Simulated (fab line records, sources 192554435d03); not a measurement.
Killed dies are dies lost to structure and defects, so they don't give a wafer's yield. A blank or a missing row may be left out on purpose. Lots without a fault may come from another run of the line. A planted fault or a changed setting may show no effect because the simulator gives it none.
One fault seen from 3 desks | flow n5_finfet | each desk has only its own numbers; what lay behind them comes last

THE DEFECT DESK
What the inspections along the route counted, lot by lot: means of the sampled wafers that have a number. A lot is out of limits, marked OUT, if its mean lies more than 4 standard deviations from the usual mean; the brackets give that distance.
Columns: A = raw_defect_count at N5_BEOL_M0_CUTY_INSPECT_59, usual 2.2
lot  | first seen here | A
L667 | day 6 02:50     | 2.3
L669 | day 6 19:45     | 1.3
L670 | day 7 00:07     | 3.3
L672 | day 7 14:44     | 2.3
L675 | day 8 03:16     | 2.3
L676 | day 8 19:09     | 2.3
L677 | day 8 21:20     | 1.3
L678 | day 9 02:02     | 17.0 (+11) OUT
L679 | day 9 05:53     | 16.7 (+10) OUT
This desk's finding: out of limits on L678, L679; first on L678, day 9 02:02 (raw_defect_count at N5_BEOL_M0_CUTY_INSPECT_59). In limits: L667, L669, L670, L672, L675, L676, L677.

THE METROLOGY DESK
What the gauges read, lot by lot, whatever tool the lot ran on: means of the sampled wafers that have a number. A lot is out of limits, marked OUT, if its mean lies more than 4 standard deviations from the usual mean; the brackets give that distance. Of its 11 readings 7 are shown: those that lie furthest out on some lot.
Columns: A = cd_nm at N5_BEOL_M0_CUTY_CD_MEAS_57, usual 199.9 nm; B = DIBL_N at N5_BEOL_M4_RC_MEAS_101, usual 36.0 mV/V; C = DIBL_P at N5_BEOL_M4_RC_MEAS_101, usual 36.7 mV/V; D = ION_P at N5_BEOL_M4_RC_MEAS_101, usual 461 uA/um; E = SS_N at N5_BEOL_M4_RC_MEAS_101, usual 71.5 mV/dec; F = SS_P at N5_BEOL_M4_RC_MEAS_101, usual 73.4 mV/dec; G = VT_N at N5_BEOL_M4_RC_MEAS_101, usual 250 mV
lot  | first seen here | A     | B    | C    | D   | E    | F    | G
L667 | day 6 02:46     | 199.4 | 36.4 | 36.8 | 463 | 71.7 | 73.9 | 250
L669 | day 6 19:42     | 201.4 | 32.4 | 33.3 | 471 | 70.9 | 72.0 | 252
L670 | day 7 00:03     | 199.8 | 36.9 | 37.8 | 461 | 71.1 | 72.7 | 250
L672 | day 7 14:40     | 198.7 | 32.7 | 35.6 | 453 | 71.9 | 72.7 | 251
L675 | day 8 03:13     | 199.5 | 36.9 | 37.0 | 456 | 71.7 | 73.7 | 252
L676 | day 8 19:06     | 199.9 | 37.2 | 37.0 | 463 | 71.7 | 73.6 | 248
L677 | day 8 21:17     | 200.2 | 34.6 | 31.5 | 465 | 70.6 | 72.5 | 254
L678 | day 9 01:59     | 198.8 | 36.1 | 35.4 | 451 | 72.0 | 73.4 | 253
L679 | day 9 05:49     | 198.6 | 37.3 | 35.9 | 457 | 71.8 | 73.6 | 251
This desk's finding: nothing out of limits on any of the 9 lots.

THE TOOL OWNER'S DESK: rie_diel-02
The tool's own readings at N5_BEOL_M0_SAQP_SPACER2_ETCHBACK_27 (etches SiO2 in CHF3/O2, target depth 22.5 nm, time 11.25 s): means of the sampled wafers that have a number, for each lot that ran on this tool. A lot is out of limits, marked OUT, if its mean lies more than 4 standard deviations from the usual mean; the brackets give that distance.
Columns: A = chamber_pressure_mTorr at N5_BEOL_M0_SAQP_SPACER2_ETCHBACK_27, usual 29.999 mTorr; B = drypump_motor_current_A at N5_BEOL_M0_SAQP_SPACER2_ETCHBACK_27, usual 5.7 A; C = oes_product_au at N5_BEOL_M0_SAQP_SPACER2_ETCHBACK_27, usual 0.76 a.u.; D = rf_vpp_V at N5_BEOL_M0_SAQP_SPACER2_ETCHBACK_27, usual 524 V; E = showerhead_plenum_p_Torr at N5_BEOL_M0_SAQP_SPACER2_ETCHBACK_27, usual 2.40 Torr; F = throttle_valve_pct at N5_BEOL_M0_SAQP_SPACER2_ETCHBACK_27, usual 18.95 %
lot  | first seen here | A      | B   | C    | D   | E    | F
L670 | day 6 21:59     | 30.013 | 5.7 | 0.83 | 521 | 2.45 | 18.79
L675 | day 8 01:06     | 30.001 | 5.4 | 0.87 | 516 | 2.50 | 18.75
L676 | day 8 15:50     | 30.019 | 5.7 | 0.81 | 521 | 2.44 | 18.82
L678 | day 8 22:10     | 30.019 | 5.5 | 0.76 | 534 | 2.30 | 18.79
L679 | day 9 03:53     | 29.978 | 5.7 | 0.81 | 520 | 2.44 | 18.82
This desk's finding: nothing out of limits on any of the 5 lots.

PUT TOGETHER
The defect desk could have raised an alarm at day 9 02:02, on L678, L679.
The metrology desk saw nothing out of limits.
The tool owner's desk saw nothing out of limits.
The metrology desk has L678, L679 on record, within its limits.
The tool owner's desk has L678, L679 on record, within its limits.
Of the lots named, all ran N5_BEOL_M0_SAQP_SPACER2_ETCHBACK_27 on rie_diel-02.

WHAT THE SIMULATOR HAD PUT IN
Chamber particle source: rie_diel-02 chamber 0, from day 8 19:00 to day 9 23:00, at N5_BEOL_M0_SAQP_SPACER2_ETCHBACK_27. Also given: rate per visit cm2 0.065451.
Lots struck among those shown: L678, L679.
Hours from the fault's start to each desk's first reading out of limits: the defect desk, 7.
